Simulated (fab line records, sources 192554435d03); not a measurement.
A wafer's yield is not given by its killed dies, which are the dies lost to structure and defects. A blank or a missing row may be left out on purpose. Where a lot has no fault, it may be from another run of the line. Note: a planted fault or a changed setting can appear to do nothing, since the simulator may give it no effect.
Split-lot trial -- flow n5Finfet -- on a route of 1938 steps: 7 lots, 39 wafers read

== ON THE SPLIT ==
At N5_PASSIVATION_DEVELOP_43 (develop time 60 s), the setting developTimeS was moved away from the recipe's 60 s on 15 of the 39 wafers read, by -32.6% to +53.6%. All remaining wafers had this setting at the recipe value.

== FROM THE SPLIT TO THE READING: what the file shows between them, 1 step ==
- N5_PASSIVATION_HARDBAKE_45: time 120 s

== THE READING ==
cdNm (nm) at N5_PASSIVATION_CD_MEAS_44, where the cd target is 40000 nm. Typical for fault-free wafers on this fab line: 40000 nm, with standard deviation 3.4 nm.

wafer,"tool, chamber at the split","developTimeS as run, s",against the recipe,"cdNm, nm",against lot-mates on the recipe
L082.1,"lithoTrack-04, 0",40.42,-32.6%,39982,-17
L082.2,"lithoTrack-04, 0",60,recipe,39999,-
L082.3,"lithoTrack-04, 0",60,recipe,40000,-
L082.4,"lithoTrack-04, 0",60,recipe,39999,-
L082.5,"lithoTrack-04, 0",40.42,-32.6%,39982,-17
L082.6,"lithoTrack-04, 0",40.42,-32.6%,39983,-16
L088.1,"lithoTrack-04, 0",60,recipe,39997,-
L088.2,"lithoTrack-04, 0",42.25,-29.6%,39979,-18
L088.3,"lithoTrack-04, 0",60,recipe,39996,-
L088.4,"lithoTrack-04, 0",42.25,-29.6%,39982,-15
L088.5,"lithoTrack-04, 0",42.25,-29.6%,39985,-12
L088.6,"lithoTrack-04, 0",60,recipe,39998,-
L086.1,"lithoTrack-01, 0",60,recipe,40000,-
L086.2,"lithoTrack-01, 0",60,recipe,39996,-
L086.3,"lithoTrack-01, 0",60,recipe,39994,-
L086.4,"lithoTrack-01, 0",60,recipe,39998,-
L086.5,"lithoTrack-01, 0",60,recipe,39999,-
L086.6,"lithoTrack-01, 0",60,recipe,39999,-
L089.1,"lithoTrack-04, 0",60,recipe,40000,-
L089.2,"lithoTrack-04, 0",83.38,+39.0%,40014,+16
L089.3,"lithoTrack-04, 0",83.38,+39.0%,40017,+19
L089.4,"lithoTrack-04, 0",60,recipe,39997,-
L089.5,"lithoTrack-04, 0",60,recipe,39997,-
L089.6,"lithoTrack-04, 0",83.38,+39.0%,40012,+14
L092.1,"lithoTrack-05, 0",60,recipe,40000,-
L092.2,"lithoTrack-05, 0",92.16,+53.6%,40016,+15
L092.3,"lithoTrack-05, 0",60,recipe,39999,-
L092.4,"lithoTrack-05, 0",92.16,+53.6%,40019,+18
L092.5,"lithoTrack-05, 0",92.16,+53.6%,40019,+18
L092.6,"lithoTrack-05, 0",60,recipe,40004,-
L093.2,"lithoTrack-04, 0",60,recipe,39995,-
L093.3,"lithoTrack-04, 0",60,recipe,39996,-
L093.5,"lithoTrack-04, 0",60,recipe,39996,-
L097.1,"lithoTrack-01, 0",60,recipe,40000,-
L097.2,"lithoTrack-01, 0",78.7,+31.2%,40013,+15
L097.3,"lithoTrack-01, 0",78.7,+31.2%,40014,+16
L097.4,"lithoTrack-01, 0",78.7,+31.2%,40008,+10
L097.5,"lithoTrack-01, 0",60,recipe,39996,-
L097.6,"lithoTrack-01, 0",60,recipe,39999,-

THE FIT
A straight line over all 39 wafers: cdNm changes by +0.432 nm for each +1% of developTimeS; r = +0.97; the points scatter about the line by 2.5 nm.
The same after taking each lot's own level away (the mean of its wafers on the recipe; 39 wafers): +0.412 nm for each +1%; r = +0.97; scatter 2.5 nm.
Per that fit: largest developTimeS move, reading shift of 22 nm.
Across the lots, their own levels run from 39995.7 to 40001.0 nm, a range of 1.6 times the standard deviation given above.
The two slopes are in agreement: the lot-to-lot level therefore moves the slope only a little.
Check: +22.3 nm against its lot-mates is what the line predicts for one of the wafers moved furthest among these (+53.6%) when that wafer is left out of the fit. Against them it came out at +15 nm.

== FILE'S OWN FIT ==
cdNm changes by +0.399 nm for each +1% of developTimeS, r = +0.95.
